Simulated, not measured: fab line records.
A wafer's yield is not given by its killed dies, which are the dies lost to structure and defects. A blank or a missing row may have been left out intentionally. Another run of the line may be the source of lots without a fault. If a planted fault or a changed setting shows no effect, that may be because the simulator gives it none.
Chamber matching || flow nand_harc || NHARC_A_STAIRCASE_ETCH_188 on rie_diel-06 has 4 sister chambers
The step etches the open film in C4F8/O2, target depth 100 nm, time 40.5 s. 8 wafers are shown with their chamber, then 8 later ones without.

## WAFERS WITH THEIR CHAMBER
{"wafer": "L670.2", "chamber": 0, "rf_vpp_V (V)": 895, "chamber_pressure_mTorr (mTorr)": 25.011}
{"wafer": "L669.4", "chamber": 1, "rf_vpp_V (V)": 899, "chamber_pressure_mTorr (mTorr)": 25.023}
{"wafer": "L672.3", "chamber": 0, "rf_vpp_V (V)": 894, "chamber_pressure_mTorr (mTorr)": 25.006}
{"wafer": "L672.6", "chamber": 3, "rf_vpp_V (V)": 889, "chamber_pressure_mTorr (mTorr)": 25.008}
{"wafer": "L678.2", "chamber": 2, "rf_vpp_V (V)": 896, "chamber_pressure_mTorr (mTorr)": 25.000}
{"wafer": "L678.5", "chamber": 1, "rf_vpp_V (V)": 899, "chamber_pressure_mTorr (mTorr)": 24.990}
{"wafer": "L678.6", "chamber": 2, "rf_vpp_V (V)": 895, "chamber_pressure_mTorr (mTorr)": 24.992}
{"wafer": "L685.2", "chamber": 3, "rf_vpp_V (V)": 891, "chamber_pressure_mTorr (mTorr)": 25.010}

## WAFERS MISSING THEIR CHAMBER
{"wafer": "L685.3", "rf_vpp_V (V)": 898, "chamber_pressure_mTorr (mTorr)": 25.016}
{"wafer": "L685.4", "rf_vpp_V (V)": 898, "chamber_pressure_mTorr (mTorr)": 24.970}
{"wafer": "L686.2", "rf_vpp_V (V)": 894, "chamber_pressure_mTorr (mTorr)": 24.994}
{"wafer": "L686.4", "rf_vpp_V (V)": 889, "chamber_pressure_mTorr (mTorr)": 24.965}
{"wafer": "L686.5", "rf_vpp_V (V)": 898, "chamber_pressure_mTorr (mTorr)": 25.014}
{"wafer": "L688.1", "rf_vpp_V (V)": 890, "chamber_pressure_mTorr (mTorr)": 24.948}
{"wafer": "L688.3", "rf_vpp_V (V)": 895, "chamber_pressure_mTorr (mTorr)": 24.995}
{"wafer": "L688.6", "rf_vpp_V (V)": 895, "chamber_pressure_mTorr (mTorr)": 24.969}

## CHAMBER TAKEN BY EACH
{"wafer": "L685.3", "from the rows above": "can't be placed: 1 or 2", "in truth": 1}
{"wafer": "L685.4", "from the rows above": "can't be placed: 1 or 2 or 0", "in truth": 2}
{"wafer": "L686.2", "from the rows above": "can't be placed: 0 or 2", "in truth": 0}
{"wafer": "L686.4", "from the rows above": 3, "in truth": 3}
{"wafer": "L686.5", "from the rows above": "can't be placed: 1 or 2", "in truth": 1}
{"wafer": "L688.1", "from the rows above": 3, "in truth": 3}
{"wafer": "L688.3", "from the rows above": "can't be placed: 2 or 0", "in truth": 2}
{"wafer": "L688.6", "from the rows above": "can't be placed: 2 or 0", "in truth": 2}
Correctly placed: 2 of 8. Cannot be placed on the basis of these rows: 6; the candidates contain the true chamber in 6. Placed wrongly: 0.
How it was worked out, from the rows above alone: a wafer's distance from a chamber is the root of the sum, over the readings, of the square of ((its reading less the chamber's mean) divided by the reading's scatter). If the next closest chamber is less than 2 further off than the closest, the wafer can't be placed; otherwise it belongs to the closest. The mean given for a chamber averages the wafers shown for that chamber. The scatter is the square root of a quotient: the sum, over the shown wafers, of each reading's squared deviation from its chamber's mean, divided by wafers minus chambers.
